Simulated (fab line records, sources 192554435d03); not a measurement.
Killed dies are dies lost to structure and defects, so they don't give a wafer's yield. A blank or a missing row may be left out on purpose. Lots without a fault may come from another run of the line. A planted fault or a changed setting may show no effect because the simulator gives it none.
Chamber matching | flow n5_finfet | N5_FIN_SAQP_PECVD_47 on pecvd-01: 3 sister chambers
The step deposits a-Si from SiH4/He, target thk 45 nm, time 36.3 s. 22 wafers are shown with their chamber, then 11 later ones without.

WAFERS WITH THEIR CHAMBER
wafer  | chamber | throttle_valve_pct (%) | showerhead_plenum_p_Torr (Torr) | heater_power_w (W)
L074.2 | 0       | 19.0                   | 5.71                            | 638
L074.4 | 2       | 16.1                   | 5.67                            | 882
L074.5 | 0       | 18.8                   | 5.71                            | 652
L077.2 | 0       | 18.6                   | 5.72                            | 729
L077.4 | 1       | 16.6                   | 5.68                            | 916
L077.6 | 2       | 16.1                   | 5.64                            | 943
L081.1 | 0       | 18.8                   | 5.72                            | 726
L081.4 | 2       | 15.9                   | 5.63                            | 922
L081.6 | 0       | 18.9                   | 5.71                            | 729
L088.1 | 2       | 16.3                   | 5.66                            | 944
L088.2 | 1       | 16.8                   | 5.66                            | 784
L088.3 | 0       | 19.1                   | 5.73                            | 691
L089.2 | 0       | 19.1                   | 5.71                            | 615
L089.4 | 0       | 19.0                   | 5.72                            | 616
L089.5 | 1       | 16.8                   | 5.67                            | 832
L090.2 | 2       | 16.4                   | 5.65                            | 933
L090.3 | 1       | 16.3                   | 5.67                            | 852
L090.6 | 0       | 19.0                   | 5.72                            | 687
L091.2 | 2       | 16.3                   | 5.63                            | 819
L091.3 | 2       | 16.5                   | 5.63                            | 841
L091.6 | 2       | 16.5                   | 5.65                            | 826
L092.2 | 2       | 16.5                   | 5.66                            | 821

SIGNATURES (means of the wafers above)
reading                  | chamber 0 | chamber 1 | chamber 2 | scatter within a chamber
throttle_valve_pct       | 18.922    | 16.625    | 16.289    | 0.199
showerhead_plenum_p_Torr | 5.7167    | 5.6700    | 5.6467    | 0.0112
heater_power_w           | 675.89    | 846.00    | 881.22    | 51.8
Rule: a wafer's distance from a chamber is the root of the sum, over the readings, of the square of ((its reading less the chamber's mean) divided by the reading's scatter). The wafer belongs to the nearest chamber; if the next one is less than 2 further off, it can't be placed. The scatter: the root of (the sum of the squares of (reading less its chamber's mean) over the shown wafers, divided by (wafers less chambers)).

WAFERS WITHOUT THEIR CHAMBER
wafer  | throttle_valve_pct (%) | showerhead_plenum_p_Torr (Torr) | heater_power_w (W)
L092.3 | 16.7                   | 5.67                            | 884
L092.4 | 16.6                   | 5.65                            | 875
L093.1 | 16.1                   | 5.63                            | 958
L093.2 | 16.3                   | 5.69                            | 884
L093.5 | 16.7                   | 5.67                            | 870
L094.1 | 18.8                   | 5.71                            | 639
L094.5 | 19.1                   | 5.72                            | 653
L094.6 | 16.3                   | 5.65                            | 909
L096.1 | 19.0                   | 5.71                            | 641
L096.3 | 16.4                   | 5.66                            | 798
L096.4 | 16.4                   | 5.64                            | 816

WHICH CHAMBER EACH WENT THROUGH
wafer  | from the rows above     | in truth
L092.3 | 1                       | 1
L092.4 | can't be placed: 2 or 1 | 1
L093.1 | 2                       | 2
L093.2 | can't be placed: 1 or 2 | 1
L093.5 | 1                       | 1
L094.1 | 0                       | 0
L094.5 | 0                       | 0
L094.6 | 2                       | 2
L096.1 | 0                       | 0
L096.3 | can't be placed: 1 or 2 | 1
L096.4 | can't be placed: 2 or 1 | 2
Placed correctly: 7 of 11. Can't be placed from these rows: 4 (the true chamber is among the candidates in 4). Placed wrongly: 0.
